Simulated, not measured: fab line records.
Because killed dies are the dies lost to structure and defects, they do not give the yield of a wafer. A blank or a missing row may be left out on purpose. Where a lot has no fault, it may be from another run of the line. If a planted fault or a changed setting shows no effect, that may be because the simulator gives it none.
Struck lot and sound lot, side by side	flow nandHarc	15 out of 1159 route steps
Sound: wafers L304.1, L304.3, L304.5. Struck: wafer L301.1 (L301.2, L301.3, from the same lot, were not struck and are left out); the cause is given at the end.
For every step that has rows: the tool of each side, followed by ch and its chambers, followed by its first start. Under that, the readings that differ: sound wafers	struck wafers	difference of the means	sigmas: that difference in standard deviations of wafers without a fault.
alike: readings whose means differ by less than 2 such deviations, and words and numbers that are the same on both sides. not compared: withheld readings, readings that some wafer has no value for, bounds like >300 that may hide the same value, and numbers for which the record gives no deviation and whose values overlap.
The two part at a step that has a row with sigmas, a row that says differs or no value, or rows on one side only. Numbers that don't overlap but have no deviation are shown without sigmas and don't part them. A reading that every wafer of one side lacks parts them only if that side has two wafers or more.

first, 8 steps without rows for these wafers: NHARC_THIN_TSV_DEHYDRATE_25 (time 120 s); NHARC_THIN_TSV_HMDS_26 (time 30 s); NHARC_THIN_TSV_COAT_27; NHARC_THIN_TSV_SOFTBAKE_28 (time 95 s); NHARC_THIN_TSV_EBR_29; NHARC_THIN_TSV_EXPOSE_30 (exposes mask PAD); NHARC_THIN_TSV_PEB_31 (peb time 85 s); NHARC_THIN_TSV_DEVELOP_32 (time 70 s).
NHARC_THIN_TSV_CD_MEAS_33 targets a cd of 5000 nm.
  sound on cdSem-02 ch 0, day 23 18:50; struck on cdSem-01 ch 0, day 22 18:31
  alike: cdNm
then, 1 step without rows for these wafers: NHARC_THIN_TSV_HARDBAKE_34 (time 80 s).
NHARC_THIN_TSV_DESCUM_35: chemistry O2, time 3 s.
  sound on rieDiel-08 ch 1,2, day 23 18:59; struck on rieDiel-10 ch 3, day 22 18:40
  alike: drypumpMotorCurrentA, oesProductAu, rfVppV, showerheadPlenumPTorr, throttleValvePct
  not compared: rfHoursCounterH
NHARC_THIN_TSV_ETCH_59: etches the open film in Cl2/BCl3, target depth 880 nm, time 138.1 s.
  sound on rieMetal-03 ch 0,1, day 23 19:09; struck on rieMetal-02 ch 1, day 22 18:48
reading	sound	struck	difference	sigmas
drypumpMotorCurrentA (A)	6.8 6.1 6.8	5.4	-1.2	-3
  alike: oesProductAu, throttleValvePct
  not compared: rfHoursCounterH
NHARC_THIN_TSV_ETCH_36: etches the open film in Cl2/BCl3, target depth 65 nm, time 18.571 s.
  sound on rieMetal-03 ch 0,1, day 23 19:23; struck on rieMetal-02 ch 1, day 22 19:04
reading	sound	struck	difference	sigmas
drypumpMotorCurrentA (A)	6.8 6.8 6.0	5.4	-1.1	-3
oesProductAu (a.u.)	1.004 1.011 1.005	0.829	-0.178	-25
  not compared: rfHoursCounterH
NHARC_THIN_TSV_STRIP_56: strips in O2.
  sound on plasmaAsher-01 ch 0,1, day 23 19:41; struck on plasmaAsher-02 ch 0, day 22 19:10
  alike: drypumpMotorCurrentA, heaterPowerW
  not compared: rfHoursCounterH
NHARC_END_SORT_01:
  the record has rows for the sound wafers here (prober-01 ch 0, day 24 11:44) and none for the struck ones

## WHERE THEY PART
Earliest at NHARC_THIN_TSV_ETCH_59; latest, in this record, at NHARC_END_SORT_01.

WHY: whatever the simulator had introduced
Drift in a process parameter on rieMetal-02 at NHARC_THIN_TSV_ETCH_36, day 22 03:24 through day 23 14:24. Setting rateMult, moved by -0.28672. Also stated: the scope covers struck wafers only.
